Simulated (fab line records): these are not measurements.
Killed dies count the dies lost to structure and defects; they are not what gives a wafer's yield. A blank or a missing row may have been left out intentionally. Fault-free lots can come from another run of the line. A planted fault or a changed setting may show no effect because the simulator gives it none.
Which tool did it? + flow n5-finfet + Sampling: 24 lots, 72 wafers, 6 of 1938 route steps

## WHAT THE GAUGES SHOWED, per wafer
N5_BEOL_M5_RS_MEAS_57: measures by four-point-probe.
| lot  | measured     | on            | M5_RS (ohm/sq)    |
|------|--------------|---------------|-------------------|
| L074 | day 8 21:03  | film-metro-02 | 0.368 0.379 0.368 |
| L075 | day 9 08:14  | film-metro-02 | 0.378 0.377 0.395 |
| L076 | day 9 16:14  | film-metro-02 | 0.395 0.403 0.395 |
| L077 | day 9 16:49  | film-metro-01 | 0.412 0.396 0.395 |
| L079 | day 9 20:16  | film-metro-02 | 0.385 0.382 0.406 |
| L078 | day 9 22:10  | film-metro-02 | 0.388 0.371 0.363 |
| L080 | day 10 13:47 | film-metro-02 | 0.376 0.373 0.380 |
| L081 | day 10 14:13 | film-metro-02 | 0.365 0.373 0.371 |
| L083 | day 10 20:59 | film-metro-02 | 0.380 0.382 0.388 |
| L082 | day 10 23:02 | film-metro-02 | 0.369 0.387 0.364 |
| L084 | day 11 06:40 | film-metro-01 | 0.379 0.373 0.374 |
| L085 | day 11 06:43 | film-metro-01 | 0.411 0.381 0.410 |
| L086 | day 12 00:41 | film-metro-01 | 0.402 0.389 0.376 |
| L087 | day 12 05:10 | film-metro-01 | 0.386 0.386 0.373 |
| L089 | day 12 09:50 | film-metro-02 | 0.389 0.381 0.391 |
| L088 | day 12 16:26 | film-metro-02 | 0.405 0.392 0.383 |
| L091 | day 12 19:28 | film-metro-01 | 0.391 0.386 0.397 |
| L090 | day 13 03:01 | film-metro-02 | 0.388 0.366 0.384 |
| L093 | day 13 13:56 | film-metro-01 | 0.386 0.397 0.396 |
| L092 | day 13 17:31 | film-metro-01 | 0.381 0.384 0.387 |
| L094 | day 14 06:04 | film-metro-01 | 0.374 0.371 0.370 |
| L096 | day 14 12:30 | film-metro-02 | 0.399 0.386 0.392 |
| L095 | day 14 13:22 | film-metro-02 | 0.378 0.379 0.386 |
| L097 | day 14 22:28 | film-metro-01 | 0.397 0.398 0.412 |

N5_BEOL_M6_CD_MEAS_18: pitch 80 nm, target cd 40 nm.
| lot  | measured     | on        | cd-nm (nm)     |
|------|--------------|-----------|----------------|
| L074 | day 9 00:08  | cd-sem-01 | 39.9 40.1 39.9 |
| L075 | day 9 11:34  | cd-sem-02 | 40.2 39.3 39.2 |
| L076 | day 9 21:05  | cd-sem-03 | 38.6 39.3 39.9 |
| L077 | day 9 21:31  | cd-sem-02 | 39.8 38.8 39.5 |
| L079 | day 10 00:47 | cd-sem-03 | 39.8 40.1 39.3 |
| L078 | day 10 01:41 | cd-sem-01 | 39.6 39.3 39.6 |
| L080 | day 10 16:36 | cd-sem-01 | 39.7 39.2 39.2 |
| L081 | day 10 18:08 | cd-sem-01 | 40.4 39.4 41.0 |
| L083 | day 11 00:10 | cd-sem-01 | 40.9 40.7 40.9 |
| L082 | day 11 02:20 | cd-sem-03 | 40.0 38.2 39.9 |
| L084 | day 11 10:13 | cd-sem-03 | 39.9 39.5 40.8 |
| L085 | day 11 10:43 | cd-sem-02 | 39.2 39.9 39.7 |
| L086 | day 12 04:10 | cd-sem-02 | 39.8 39.6 39.9 |
| L087 | day 12 09:16 | cd-sem-03 | 39.5 39.4 40.4 |
| L089 | day 12 14:32 | cd-sem-01 | 40.7 39.9 40.6 |
| L088 | day 12 18:50 | cd-sem-03 | 40.2 40.3 40.5 |
| L091 | day 12 22:31 | cd-sem-02 | 40.5 39.4 39.7 |
| L090 | day 13 05:37 | cd-sem-02 | 39.4 39.9 38.3 |
| L093 | day 13 16:14 | cd-sem-03 | 39.8 40.3 39.5 |
| L092 | day 13 21:04 | cd-sem-01 | 40.1 40.8 39.8 |
| L094 | day 14 08:02 | cd-sem-02 | 39.9 40.1 40.3 |
| L096 | day 14 16:20 | cd-sem-01 | 40.3 40.6 40.2 |
| L095 | day 14 16:56 | cd-sem-03 | 40.3 40.2 39.4 |
| L097 | day 15 01:59 | cd-sem-01 | 39.7 40.4 39.9 |

N5_BEOL_M7_CD_MEAS_11: target cd 38.5 nm.
| lot  | measured     | on        | cd-nm (nm)     |
|------|--------------|-----------|----------------|
| L074 | day 9 10:00  | cd-sem-03 | 38.1 38.3 37.9 |
| L075 | day 9 21:01  | cd-sem-02 | 38.8 38.2 38.7 |
| L076 | day 10 06:34 | cd-sem-01 | 38.5 38.5 38.9 |
| L077 | day 10 07:35 | cd-sem-02 | 39.2 39.4 39.2 |
| L079 | day 10 08:09 | cd-sem-03 | 38.9 38.7 38.3 |
| L078 | day 10 12:28 | cd-sem-03 | 38.4 38.0 38.0 |
| L080 | day 11 01:23 | cd-sem-02 | 37.4 38.2 38.2 |
| L081 | day 11 06:51 | cd-sem-02 | 38.7 38.0 38.0 |
| L083 | day 11 07:10 | cd-sem-01 | 39.2 38.5 39.0 |
| L082 | day 11 09:29 | cd-sem-01 | 38.3 38.8 38.4 |
| L084 | day 11 16:35 | cd-sem-01 | 38.0 37.8 38.7 |
| L085 | day 11 18:26 | cd-sem-03 | 38.2 37.7 38.2 |
| L086 | day 12 14:07 | cd-sem-02 | 38.3 38.5 39.2 |
| L087 | day 12 15:01 | cd-sem-03 | 37.6 37.6 38.1 |
| L089 | day 12 21:23 | cd-sem-02 | 38.4 38.2 38.7 |
| L088 | day 13 04:38 | cd-sem-01 | 38.5 38.3 37.9 |
| L091 | day 13 08:20 | cd-sem-01 | 38.3 38.7 37.9 |
| L090 | day 13 15:05 | cd-sem-01 | 37.9 37.8 38.4 |
| L093 | day 13 23:40 | cd-sem-01 | 39.5 38.7 39.2 |
| L092 | day 14 03:30 | cd-sem-03 | 38.6 38.8 37.9 |
| L094 | day 14 16:20 | cd-sem-03 | 38.5 39.1 38.1 |
| L096 | day 15 03:23 | cd-sem-03 | 37.8 38.2 38.0 |
| L095 | day 15 05:59 | cd-sem-02 | 38.1 38.7 38.4 |
| L097 | day 15 09:38 | cd-sem-01 | 37.8 37.8 38.1 |

## EACH LOT AND THE TOOL THAT RAN IT (in order: tool; ch and the chambers of the sampled wafers; start)
| lot  | N5_BEOL_M5_SPUTTER_81        | N5_BEOL_M6_SPUTTER_48        | N5_BEOL_M7_ILD_DEP_00           |
|------|------------------------------|------------------------------|---------------------------------|
| L074 | pvd-sputter-01, day 8 14:34  | pvd-sputter-02, day 9 06:05  | pecvd-02 ch 0,2, day 9 07:17    |
| L075 | pvd-sputter-01, day 9 03:55  | pvd-sputter-03, day 9 16:16  | pecvd-02 ch 0,1, day 9 17:25    |
| L076 | pvd-sputter-03, day 9 11:54  | pvd-sputter-02, day 10 02:52 | pecvd-04 ch 1,2, day 10 04:05   |
| L077 | pvd-sputter-01, day 9 12:30  | pvd-sputter-01, day 10 04:40 | pecvd-02 ch 0,1,2, day 10 05:44 |
| L079 | pvd-sputter-02, day 9 15:56  | pvd-sputter-03, day 10 05:23 | pecvd-04 ch 1,2, day 10 06:54   |
| L078 | pvd-sputter-01, day 9 17:38  | pvd-sputter-03, day 10 06:36 | pecvd-03 ch 0,2, day 10 07:46   |
| L080 | pvd-sputter-01, day 10 09:14 | pvd-sputter-03, day 10 21:20 | pecvd-03 ch 0,1,2, day 10 22:22 |
| L081 | pvd-sputter-03, day 10 09:25 | pvd-sputter-01, day 11 01:05 | pecvd-02 ch 0,1, day 11 02:05   |
| L083 | pvd-sputter-03, day 10 16:37 | pvd-sputter-01, day 11 05:04 | pecvd-02 ch 0,1,2, day 11 06:05 |
| L082 | pvd-sputter-02, day 10 18:43 | pvd-sputter-01, day 11 06:43 | pecvd-03 ch 0,1,2, day 11 08:02 |
| L084 | pvd-sputter-03, day 11 02:17 | pvd-sputter-02, day 11 13:33 | pecvd-03 ch 0,1,2, day 11 14:34 |
| L085 | pvd-sputter-02, day 11 02:22 | pvd-sputter-01, day 11 14:38 | pecvd-03 ch 0,1,2, day 11 15:58 |
| L086 | pvd-sputter-01, day 11 20:14 | pvd-sputter-01, day 12 09:49 | pecvd-04 ch 1,2, day 12 10:56   |
| L087 | pvd-sputter-02, day 12 00:43 | pvd-sputter-03, day 12 12:44 | pecvd-02 ch 0,1, day 12 13:49   |
| L089 | pvd-sputter-02, day 12 05:32 | pvd-sputter-01, day 12 17:57 | pecvd-02 ch 0,2, day 12 19:07   |
| L088 | pvd-sputter-02, day 12 12:07 | pvd-sputter-03, day 12 22:30 | pecvd-03 ch 0,2, day 12 23:37   |
| L091 | pvd-sputter-03, day 12 14:11 | pvd-sputter-01, day 13 05:30 | pecvd-04 ch 0,1, day 13 06:48   |
| L090 | pvd-sputter-01, day 12 22:38 | pvd-sputter-01, day 13 08:49 | pecvd-02 ch 0,1,2, day 13 09:49 |
| L093 | pvd-sputter-02, day 13 09:14 | pvd-sputter-01, day 13 20:19 | pecvd-04 ch 0,1,2, day 13 21:19 |
| L092 | pvd-sputter-01, day 13 13:07 | pvd-sputter-01, day 14 00:37 | pecvd-04 ch 0,1,2, day 14 01:37 |
| L094 | pvd-sputter-03, day 14 01:27 | pvd-sputter-01, day 14 13:42 | pecvd-03 ch 0,1,2, day 14 15:08 |
| L096 | pvd-sputter-01, day 14 08:10 | pvd-sputter-02, day 15 00:34 | pecvd-03 ch 1,2, day 15 01:35   |
| L095 | pvd-sputter-02, day 14 08:28 | pvd-sputter-02, day 15 00:41 | pecvd-02 ch 1,2, day 15 01:52   |
| L097 | pvd-sputter-01, day 14 18:05 | pvd-sputter-01, day 15 07:04 | pecvd-04 ch 1,2, day 15 08:19   |
- N5_BEOL_M5_SPUTTER_81: material Cu, target thk 15 nm, time 27.62 s.
- N5_BEOL_M6_SPUTTER_48: material Cu, target thk 10 nm, time 1.667 s.
- N5_BEOL_M7_ILD_DEP_00: deposits SiCOH lowk from DEMS/porogen, target thk 179.75 nm, time 33.4 s.

## WHAT THE TOOLS THEMSELVES READ (means of the sampled wafers that have a number; where no wafer has one, the mark that the record gives instead)
N5_BEOL_M5_SPUTTER_81.
| lot  | tool           | throttle-valve-pct (%) |
|------|----------------|------------------------|
| L074 | pvd-sputter-01 | 30.5                   |
| L075 | pvd-sputter-01 | 30.7                   |
| L076 | pvd-sputter-03 | 28.7                   |
| L077 | pvd-sputter-01 | 30.7                   |
| L079 | pvd-sputter-02 | 30.4                   |
| L078 | pvd-sputter-01 | 31.9                   |
| L080 | pvd-sputter-01 | 31.2                   |
| L081 | pvd-sputter-03 | 30.8                   |
| L083 | pvd-sputter-03 | 30.7                   |
| L082 | pvd-sputter-02 | 30.2                   |
| L084 | pvd-sputter-03 | 30.7                   |
| L085 | pvd-sputter-02 | 29.4                   |
| L086 | pvd-sputter-01 | 30.3                   |
| L087 | pvd-sputter-02 | 30.1                   |
| L089 | pvd-sputter-02 | 30.6                   |
| L088 | pvd-sputter-02 | 30.3                   |
| L091 | pvd-sputter-03 | 31.2                   |
| L090 | pvd-sputter-01 | 30.1                   |
| L093 | pvd-sputter-02 | 29.8                   |
| L092 | pvd-sputter-01 | 30.3                   |
| L094 | pvd-sputter-03 | 30.7                   |
| L096 | pvd-sputter-01 | 30.5                   |
| L095 | pvd-sputter-02 | 30.0                   |
| L097 | pvd-sputter-01 | 30.4                   |

N5_BEOL_M6_SPUTTER_48.
| lot  | tool           | throttle-valve-pct (%) |
|------|----------------|------------------------|
| L074 | pvd-sputter-02 | 30.0                   |
| L075 | pvd-sputter-03 | 29.8                   |
| L076 | pvd-sputter-02 | 30.0                   |
| L077 | pvd-sputter-01 | 30.7                   |
| L079 | pvd-sputter-03 | 29.7                   |
| L078 | pvd-sputter-03 | 29.7                   |
| L080 | pvd-sputter-03 | 29.9                   |
| L081 | pvd-sputter-01 | 29.7                   |
| L083 | pvd-sputter-01 | 31.8                   |
| L082 | pvd-sputter-01 | 31.9                   |
| L084 | pvd-sputter-02 | 30.2                   |
| L085 | pvd-sputter-01 | 30.1                   |
| L086 | pvd-sputter-01 | 30.7                   |
| L087 | pvd-sputter-03 | 30.6                   |
| L089 | pvd-sputter-01 | 31.1                   |
| L088 | pvd-sputter-03 | 29.9                   |
| L091 | pvd-sputter-01 | 30.1                   |
| L090 | pvd-sputter-01 | 31.3                   |
| L093 | pvd-sputter-01 | 30.1                   |
| L092 | pvd-sputter-01 | 30.1                   |
| L094 | pvd-sputter-01 | 30.1                   |
| L096 | pvd-sputter-02 | 29.5                   |
| L095 | pvd-sputter-02 | 30.5                   |
| L097 | pvd-sputter-01 | 29.9                   |

N5_BEOL_M7_ILD_DEP_00.
| lot  | tool     | heater-power-w (W) | showerhead-plenum-p-Torr (Torr) | showerhead-vpp-V (V) | throttle-valve-pct (%) |
|------|----------|--------------------|---------------------------------|----------------------|------------------------|
| L074 | pecvd-02 | 279                | 5.735                           | 1384                 | 13.9                   |
| L075 | pecvd-02 | 317                | 5.729                           | 1378                 | 13.8                   |
| L076 | pecvd-04 | 283                | 5.729                           | 1372                 | 13.1                   |
| L077 | pecvd-02 | 269                | 5.731                           | 1357                 | 13.6                   |
| L079 | pecvd-04 | 314                | 5.728                           | 1353                 | 13.2                   |
| L078 | pecvd-03 | 327                | 5.726                           | 1266                 | 14.1                   |
| L080 | pecvd-03 | 280                | 5.739                           | 1340                 | 13.7                   |
| L081 | pecvd-02 | 318                | 5.736                           | 1364                 | 14.0                   |
| L083 | pecvd-02 | 298                | 5.744                           | 1377                 | 13.6                   |
| L082 | pecvd-03 | 273                | 5.741                           | 1347                 | 13.9                   |
| L084 | pecvd-03 | 287                | 5.735                           | 1340                 | 13.7                   |
| L085 | pecvd-03 | 263                | 5.742                           | 1348                 | 13.6                   |
| L086 | pecvd-04 | 326                | 5.736                           | 1357                 | 13.3                   |
| L087 | pecvd-02 | 304                | 5.742                           | 1341                 | 13.5                   |
| L089 | pecvd-02 | 300                | 5.744                           | 1393                 | 13.7                   |
| L088 | pecvd-03 | 344                | 5.740                           | 1281                 | 14.2                   |
| L091 | pecvd-04 | 337                | 5.742                           | 1383                 | 14.2                   |
| L090 | pecvd-02 | 306                | 5.737                           | 1367                 | 13.7                   |
| L093 | pecvd-04 | 344                | 5.740                           | 1368                 | 13.7                   |
| L092 | pecvd-04 | 324                | 5.724                           | 1368                 | 13.8                   |
| L094 | pecvd-03 | 257                | 5.738                           | 1344                 | 13.9                   |
| L096 | pecvd-03 | 222                | 5.743                           | 1394                 | 13.2                   |
| L095 | pecvd-02 | 307                | 5.740                           | 1323                 | 13.1                   |
| L097 | pecvd-04 | 299                | 5.732                           | 1367                 | 13.1                   |

## THE ANSWER, worked out from the rows above alone
Rule: the usual values come from the lots themselves. The widest of any qualifying gaps counts: lots, ordered by their means at a reading, are off when they make up no more than a third of the lots, leave a main group of 4 or more, and stand apart from it by 3 or more times the standard deviation of that group's means. The tables above print the reading to a certain number of digits; a main group whose means all agree to those digits is not used. Also off: a lot with no number at a reading for which 4 or more lots have one. The other lots that the step has rows for count as sound. First the gauges in route order, then the tools' own readings, where a lot's mean is used as printed above. At the first step where some lot is off, the reading lying furthest off is the one used; lots without a number count as furthest.
None of the lots is off at any reading shown; this tells nothing.

## WHAT WAS PUT IN BY THE SIMULATOR
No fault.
